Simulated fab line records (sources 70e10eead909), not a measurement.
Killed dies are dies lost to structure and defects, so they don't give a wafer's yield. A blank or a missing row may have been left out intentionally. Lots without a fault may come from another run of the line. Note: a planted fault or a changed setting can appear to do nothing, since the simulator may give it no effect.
Matching of chambers || flow nand-harc || NHARC_A_STAIRCASE_DESCUM_270 on rie-diel-12: 4 sister chambers
The step chemistry O2, time 3 s. 4 wafers are shown with their chamber, then 8 later ones without.

## WAFERS PAIRED WITH THEIR CHAMBERS
{"wafer": "L079.6", "chamber": 0, "showerhead-plenum-p-Torr (Torr)": 1.80}
{"wafer": "L082.5", "chamber": 1, "showerhead-plenum-p-Torr (Torr)": 1.78}
{"wafer": "L084.5", "chamber": 3, "showerhead-plenum-p-Torr (Torr)": 1.91}
{"wafer": "L088.1", "chamber": 2, "showerhead-plenum-p-Torr (Torr)": 1.97}

## WAFERS MISSING THEIR CHAMBER
{"wafer": "L088.2", "showerhead-plenum-p-Torr (Torr)": 1.91}
{"wafer": "L088.3", "showerhead-plenum-p-Torr (Torr)": 1.77}
{"wafer": "L094.1", "showerhead-plenum-p-Torr (Torr)": 1.96}
{"wafer": "L094.2", "showerhead-plenum-p-Torr (Torr)": 1.79}
{"wafer": "L094.5", "showerhead-plenum-p-Torr (Torr)": 1.79}
{"wafer": "L096.2", "showerhead-plenum-p-Torr (Torr)": 1.79}
{"wafer": "L096.3", "showerhead-plenum-p-Torr (Torr)": 1.77}
{"wafer": "L096.5", "showerhead-plenum-p-Torr (Torr)": 1.90}

## WHICH CHAMBER EACH WENT THROUGH
{"wafer": "L088.2", "from the rows above": 3, "in truth": 3}
{"wafer": "L088.3", "from the rows above": 1, "in truth": 1}
{"wafer": "L094.1", "from the rows above": 2, "in truth": 2}
{"wafer": "L094.2", "from the rows above": "can't be placed: 0 or 1", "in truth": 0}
{"wafer": "L094.5", "from the rows above": "can't be placed: 0 or 1", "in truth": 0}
{"wafer": "L096.2", "from the rows above": "can't be placed: 0 or 1", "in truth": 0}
{"wafer": "L096.3", "from the rows above": 1, "in truth": 1}
{"wafer": "L096.5", "from the rows above": 3, "in truth": 3}
Placed correctly: 5 of 8. Cannot be placed on the basis of these rows: 3; the candidates contain the true chamber in 3. Number placed wrongly: 0.
How it was worked out, from the rows above alone: a wafer's distance from a chamber is the root of the sum, over the readings, of the square of ((its reading less the chamber's mean) divided by the reading's scatter). The wafer belongs to the nearest chamber; if the next one is less than 2 further off, it can't be placed. Each chamber's mean is taken over the wafers shown for it. The scatter: with one shown wafer a chamber, the root of the mean of the squares of how far each hidden wafer lies from its nearest shown one.
